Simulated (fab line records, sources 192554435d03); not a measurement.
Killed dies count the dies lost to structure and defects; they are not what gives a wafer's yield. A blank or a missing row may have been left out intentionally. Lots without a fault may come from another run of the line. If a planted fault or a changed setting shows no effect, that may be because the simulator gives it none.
A struck lot beside a sound one || flow n5 finfet || 31 steps out of a route of 1938
Sound: these wafers, L721.1, L721.3, L721.6. Struck: wafers L731.3, L731.4, L731.6. The cause is named last.
Order at every step that has rows: each side's tool, ch and its chambers, its first start. Under that, the readings that differ: sound wafers || struck wafers || difference of the means || sigmas: that difference in standard deviations of wafers without a fault.
alike: words and numbers the same on both sides, and readings whose means are apart by under 2 such deviations; not compared: readings that were withheld, readings missing a value for some wafer, numbers with overlapping values and no deviation given by the record, and bounds like >300 which may hide the same value.
The two part at a step that has a row with sigmas, a row that says differs or no value, or rows on one side only. When numbers do not overlap yet have no deviation, they are printed without sigmas and do not part them. A reading missing from all wafers of one side parts the sides only when that side holds two or more wafers.

first, 9 steps without rows for these wafers: N5_BEOL_M7_DESCUM_33 (chemistry O2, time 7 s); N5_BEOL_M7_ETCH_72 (etches underlayer in N2/H2, target depth 6.5 nm, time 5.2 s); N5_BEOL_M7_ETCH_65 (etches SiARC in CF4, target depth 15.6 nm, time 26 s); N5_BEOL_M7_ETCH_66 (etches SOC in N2/H2, target depth 80 nm, overetch 16 nm, time 120 s); N5_BEOL_M7_STRIP_69 (strips in N2/H2); N5_BEOL_M7_STRIP_73 (strips in N2/H2); N5_BEOL_M7_VIA_ETCH_34 (etches SiCOH lowk in C4F6/O2, target depth 125.5 nm, time 50.5 s); N5_BEOL_M7_STRIP_76 (strips in C4F6/O2); N5_BEOL_M7_STRIP_36 (strips in N2/H2).
N5_BEOL_M7_TRENCH_ETCH_37: etches SiCOH lowk in C4F6/O2, target depth 93.478 nm, time 31.2 s.
  sound on rie diel-02 ch 0,3, day 11 04:14; struck on rie diel-02 ch 0,1, day 13 14:49
{"reading": "bias w (W)", "sound": "185.8 185.3 185.5", "struck": "164.7 164.0 163.5", "difference": -21.5, "sigmas": -39}
{"reading": "rf vpp V (V)", "sound": "668 669 668", "struck": "605 595 605", "difference": -67, "sigmas": -11}
{"reading": "model.etch.depth nm (nm)", "sound": "92.31 93.48 92.55", "struck": "89.95 89.91 90.12", "difference": -2.79, "sigmas": ""}
{"reading": "model.BEOL_M7.feature depth nm (nm)", "sound": "92.4 93.4 92.6", "struck": "90 90 90.2", "difference": -3, "sigmas": ""}
  alike: C4F6_flow_sccm, drypump motor current A, oes product au, showerhead plenum p Torr, throttle valve pct
  not compared: rf hours counter h
then, 2 steps without rows for these wafers: N5_BEOL_M7_ETCH_41 (etches SiCN in CH3F/O2, target depth 31.9 nm, time 57.8 s); N5_BEOL_M7_STRIP_80 (strips in N2/H2, time 10 s).
N5_BEOL_M7_OCD_MEAS_38:
  sound on ocd-01, day 11 04:23; struck on ocd-02, day 13 14:58
{"reading": "trench depth nm (nm)", "sound": "93.0 93.1 92.2", "struck": "89.9 90.4 90.2", "difference": -2.6, "sigmas": -3}
then, 13 steps without rows for these wafers: N5_BEOL_M7_HM_STRIP_39 (strips TiN in peroxide tin strip, target depth 25 nm, time 158 s); N5_BEOL_M7_SRD_40 (time 30 s); N5_BEOL_M7_PRECLEAN_42 (cleans in residue remover, time 60 s); N5_BEOL_M7_SRD_43 (time 30 s); N5_BEOL_M7_CURE_75 (cures SiCOH lowk, time 120 s); N5_BEOL_M7_DEGAS_44 (time 60 s); N5_BEOL_M7_PRE_CLEAN_45 (time 30 s); N5_BEOL_M7_ALD_77 (deposits TaN, target thk 2 nm, pulse time 2 s, purge time 3 s); N5_BEOL_M7_SURFACE_TREAT_79; N5_BEOL_M7_CVD_78 (deposits Co from CCTBA/H2, target thk 2 nm, time 142.3 s); N5_BEOL_M7_SPUTTER_48 (material Cu, target thk 10 nm, time 1.667 s); N5_BEOL_M7_ECD_50 (material Cu, target thk 300 nm); N5_BEOL_M7_ANNEAL_51 (time 90 s).
N5_BEOL_M7_CMP_52: polishes, stops on SiCOH lowk, t overpolish 6.9 s, target thk 80 nm.
  sound on cmp-04 ch 0,2, day 11 07:38; struck on cmp-01 ch 2,3, day 13 17:09
  alike: barrier field endpoint s, motor current A, overpolish run s, platen rpm, time to endpoint s
  not compared: model.Cu_of_BEOL_M7_ECD_50.thk nm
then, 2 steps without rows for these wafers: N5_BEOL_M7_PRE_CLEAN_55 (time 15 s); N5_BEOL_M7_DEP_56 (deposits SiCN from 3MS/NH3, target thk 10 nm, time 17.5 s).
N5_BEOL_M7_RS_MEAS_57: the measuring method here is four-point-probe.
  sound on film metro-01, day 11 08:01; struck on film metro-01, day 13 17:35
  alike: M7_RS
-- record jumps: 3 days separate the struck wafers' starts on either side; left off in module BEOL_M7, taken up again in module PASSIVATION, whose first shown step is the route's number 1936 --
N5_PASSIVATION_PROBE_49:
  only the struck wafers here have rows in the record (prober-02, day 16 16:49); the sound ones have none

== WHERE THEY PART ==
Last at N5_PASSIVATION_PROBE_49 as far as this record goes, first at N5_BEOL_M7_TRENCH_ETCH_37.

WHY: what had been put in by the simulator
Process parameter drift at N5_BEOL_M7_TRENCH_ETCH_37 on rie diel-02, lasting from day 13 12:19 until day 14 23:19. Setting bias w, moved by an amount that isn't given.
